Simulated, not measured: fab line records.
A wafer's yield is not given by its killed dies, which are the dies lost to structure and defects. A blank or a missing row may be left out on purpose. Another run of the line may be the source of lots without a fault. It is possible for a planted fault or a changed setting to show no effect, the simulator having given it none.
Which tool is to blame? ; flow n5_finfet ; 27 wafers from 9 lots sampled at 4 of the route's 1938 steps

## WHAT EACH GAUGE READ, for each wafer
N5_MOL_CONTACT_COAG_CD_MEAS_08: target cd 28 nm.
lot;measured;on;cd_nm (nm)
L965;day 4 22:21;cd_sem-03;27.79 27.91 28.25
L969;day 5 22:04;cd_sem-02;27.77 27.73 28.03
L971;day 6 08:48;cd_sem-01;26.89 25.75 22.30
L973;day 6 21:14;cd_sem-02;25.94 26.96 25.63
L976;day 7 15:35;cd_sem-01;27.63 28.19 27.61
L984;day 9 14:11;cd_sem-01;27.77 27.87 27.81
L985;day 10 04:32;cd_sem-02;28.20 27.83 28.40
L987;day 10 08:01;cd_sem-01;27.94 28.18 27.75
L986;day 10 11:53;cd_sem-02;27.97 27.89 27.83

## TOOL THAT RAN EACH LOT (tool first, then ch and the chambers of the sampled wafers, then the start)
lot;N5_GATE_CUT_CUT_ETCH_53;N5_GATE_CUT_CMP_43;N5_MOL_CONTACT_COAG_EXPOSE_05
L965;rie_metal-03 ch 0,1, day 4 18:05;cmp-02 ch 1,2,3, day 4 21:30;euv_scanner-01 ch 0, day 4 22:14
L969;rie_metal-02 ch 0,1, day 5 18:32;cmp-02 ch 0,2,3, day 5 21:04;euv_scanner-01 ch 0, day 5 21:56
L971;rie_metal-03 ch 0,1, day 6 05:06;cmp-03 ch 2,3, day 6 07:52;euv_scanner-01 ch 0, day 6 08:40
L973;rie_metal-03 ch 0, day 6 17:51;cmp-02 ch 1,2, day 6 20:07;euv_scanner-01 ch 0, day 6 21:07
L976;rie_metal-02 ch 0,1, day 7 12:16;cmp-02 ch 0,1, day 7 14:31;euv_scanner-02 ch 0, day 7 15:28
L984;rie_metal-03 ch 0,1, day 9 10:45;cmp-02 ch 0,2,3, day 9 13:11;euv_scanner-02 ch 0, day 9 14:04
L985;rie_metal-03 ch 0,1, day 10 01:01;cmp-01 ch 0,1,2, day 10 03:36;euv_scanner-02 ch 0, day 10 04:24
L987;rie_metal-02 ch 0,1, day 10 04:38;cmp-01 ch 0,1, day 10 06:58;euv_scanner-01 ch 0, day 10 07:54
L986;rie_metal-03 ch 0, day 10 08:37;cmp-02 ch 0,2, day 10 10:53;euv_scanner-01 ch 0, day 10 11:46
- N5_GATE_CUT_CUT_ETCH_53: etches W in SF6/Cl2, target depth 79.2 nm.
- N5_GATE_CUT_CMP_43: polishes SiO2.
- N5_MOL_CONTACT_COAG_EXPOSE_05: exposes mask CA, defocus 0 nm.

## THE ANSWER, worked out from the rows above alone
Rule: usual is defined by the lots themselves. The widest of any qualifying gaps counts: lots, ordered by their means at a reading, are off when they make up no more than a third of the lots, leave a main group of 4 or more, and stand apart from it by 3 or more times the standard deviation of that group's means. If all means in a main group match to the digits the tables above print for the reading, that group is not used. A lot without any number at a reading at which 4 lots or more have one is off too. All remaining lots with rows at the step are treated as sound.
Off: L971, L973 (N5_MOL_CONTACT_COAG_CD_MEAS_08, cd_nm). The main group: mean 27.92 nm, standard deviation 0.11.
A tool fits if, at a process step before that reading, it ran every lot that is off, and no sound lot after the first of them. Gauges at N5_MOL_CONTACT_COAG_CD_MEAS_08: tried the same way as those tools. Of those tried, none fits.

## WHAT HAD BEEN PUT IN BY THE SIMULATOR
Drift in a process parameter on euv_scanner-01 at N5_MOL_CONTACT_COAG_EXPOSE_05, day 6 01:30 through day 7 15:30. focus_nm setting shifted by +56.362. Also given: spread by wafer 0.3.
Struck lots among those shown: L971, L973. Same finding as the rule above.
